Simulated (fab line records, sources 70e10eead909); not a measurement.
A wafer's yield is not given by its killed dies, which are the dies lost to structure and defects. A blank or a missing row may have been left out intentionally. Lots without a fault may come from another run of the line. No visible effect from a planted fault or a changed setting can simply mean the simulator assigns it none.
Which tool did it? + flow nand harc + 12 lots with 36 wafers sampled at 6 steps, on a route of 1302 steps

WHAT EACH GAUGE READ, for each wafer
NHARC_A_CONTACT_OVL_MEAS_09.
| lot  | measured     | on         | overlay x nm (nm) |
|------|--------------|------------|-------------------|
| L075 | day 22 17:10 | overlay-02 | -0.6 -0.4 0.0     |
| L076 | day 23 10:45 | overlay-02 | 0.8 0.4 -0.2      |
| L080 | day 24 17:35 | overlay-01 | -0.4 -0.1 0.0     |
| L079 | day 25 01:58 | overlay-01 | 0.2 1.1 0.4       |
| L083 | day 26 09:35 | overlay-01 | -1.1 -0.5 -0.8    |
| L086 | day 27 01:49 | overlay-01 | 0.1 -0.4 -0.8     |
| L088 | day 28 03:22 | overlay-01 | 1.0 0.4 1.0       |
| L089 | day 28 15:16 | overlay-01 | 0.0 0.1 0.2       |
| L091 | day 29 01:26 | overlay-01 | 0.7 0.9 0.3       |
| L093 | day 30 18:01 | overlay-01 | 0.8 0.9 0.9       |
| L094 | day 31 01:02 | overlay-01 | 0.4 -0.2 0.5      |
| L097 | day 32 00:29 | overlay-02 | 0.1 0.1 0.1       |

EACH LOT AND THE TOOL THAT RAN IT (in order: tool; ch and the chambers of the sampled wafers; start)
| lot  | NHARC_A_CONTACT_DESCUM_74          | NHARC_A_CONTACT_ETCH_76                       | NHARC_A_CONTACT_ETCH_126             | NHARC_A_CONTACT_ETCH_130             | NHARC_A_CONTACT_ETCH_106           |
|------|------------------------------------|-----------------------------------------------|--------------------------------------|--------------------------------------|------------------------------------|
| L075 | rie diel-04 ch 0,3, day 22 09:31   | rie diel-04 ch 1,2,3, day 22 11:27 or earlier | har cap etch-01 ch 0,1, day 22 11:27 | har cap etch-01 ch 0,1, day 22 12:10 | rie diel-04 ch 0,1,3, day 22 13:58 |
| L076 | rie diel-05 ch 2,3, day 23 01:40   | rie diel-05 ch 1,2,3, day 23 03:40 or earlier | har cap etch-01 ch 0,1, day 23 03:40 | har cap etch-01 ch 0,1, day 23 04:23 | rie diel-05 ch 1,2,3, day 23 06:46 |
| L080 | rie diel-03 ch 0,2, day 24 09:30   | rie diel-03 ch 0,2, day 24 11:27 or earlier   | har cap etch-01 ch 0,1, day 24 11:27 | har cap etch-01 ch 0,1, day 24 12:10 | rie diel-05 ch 0,2,3, day 24 13:59 |
| L079 | rie diel-05 ch 0,1,2, day 24 18:14 | rie diel-05 ch 0,2,3, day 24 20:10 or earlier | har cap etch-01 ch 0,1, day 24 20:10 | har cap etch-01 ch 0,1, day 24 20:52 | rie diel-04 ch 1,2,3, day 24 22:40 |
| L083 | rie diel-04 ch 0,3, day 26 00:20   | rie diel-04 ch 0,1, day 26 02:20 or earlier   | har cap etch-02 ch 0,1, day 26 02:20 | har cap etch-02 ch 0,1, day 26 03:03 | rie diel-03 ch 2,3, day 26 05:01   |
| L086 | rie diel-04 ch 0,1,2, day 26 18:04 | rie diel-04 ch 1,2,3, day 26 19:58 or earlier | har cap etch-02 ch 0,1, day 26 19:58 | har cap etch-02 ch 0,1, day 26 20:40 | rie diel-03 ch 0,1,3, day 26 22:32 |
| L088 | rie diel-04 ch 0,3, day 27 18:44   | rie diel-04 ch 0,3, day 27 20:58 or earlier   | har cap etch-01 ch 0,1, day 27 20:58 | har cap etch-01 ch 0,1, day 27 21:41 | rie diel-04 ch 1,2,3, day 27 23:29 |
| L089 | rie diel-03 ch 0,1,3, day 28 06:35 | rie diel-03 ch 2,3, day 28 08:32 or earlier   | har cap etch-01 ch 0,1, day 28 08:32 | har cap etch-01 ch 0,1, day 28 09:14 | rie diel-05 ch 0,2,3, day 28 11:01 |
| L091 | rie diel-04 ch 2,3, day 28 17:29   | rie diel-04 ch 1,2, day 28 19:41 or earlier   | har cap etch-03 ch 0,1, day 28 19:41 | har cap etch-03 ch 0,1, day 28 20:23 | rie diel-04 ch 0,3, day 28 22:13   |
| L093 | rie diel-04 ch 1,2, day 30 08:28   | rie diel-04 ch 0,1, day 30 10:32 or earlier   | har cap etch-02 ch 0,1, day 30 10:32 | har cap etch-02 ch 0,1, day 30 11:15 | rie diel-05 ch 0,2,3, day 30 13:32 |
| L094 | rie diel-03 ch 2,3, day 30 15:53   | rie diel-03 ch 0,2, day 30 18:17 or earlier   | har cap etch-02 ch 0,1, day 30 18:17 | har cap etch-02 ch 0,1, day 30 19:00 | rie diel-03 ch 0,1,3, day 30 20:48 |
| L097 | rie diel-05 ch 0,1,3, day 31 11:47 | rie diel-05 ch 0,2,3, day 31 13:47 or earlier | har cap etch-01 ch 0,1, day 31 13:47 | har cap etch-01 ch 0,1, day 31 14:29 | rie diel-05 ch 0,2,3, day 31 16:19 |
- NHARC_A_CONTACT_DESCUM_74: chemistry O2, time 3 s.
- NHARC_A_CONTACT_ETCH_76: etches the open film in N2/H2, target depth 260 nm, time 475.3 s.
- NHARC_A_CONTACT_ETCH_126: etches the open film in C4F8/O2/Ar, time 197 s, target depth 1918 nm.
- NHARC_A_CONTACT_ETCH_130: etches the open film in C4F8/O2/Ar, time 197 s, target depth 1918 nm.
- NHARC_A_CONTACT_ETCH_106: etches the open film in CF4/O2, target depth 90 nm, overetch 9 nm, time 49.5 s.

THE ANSWER, worked out from the rows above alone
Rule: the usual values come from the lots themselves. Put in order of their means at a reading, lots are off if they are a third of the lots or fewer, leave a main group of 4 or more, and stand apart from it by a gap of 3 or more times the standard deviation of the main group's means; of several such gaps the widest counts. A main group is skipped when, at the precision printed for the reading in the tables above, its means are all equal. Also off: a lot with no number at a reading for which 4 or more lots have one. Any other lot the step has rows for is counted as sound.
Nothing can be told from this: no lot is off at any reading shown.

WHAT THE SIMULATOR HAD PUT IN
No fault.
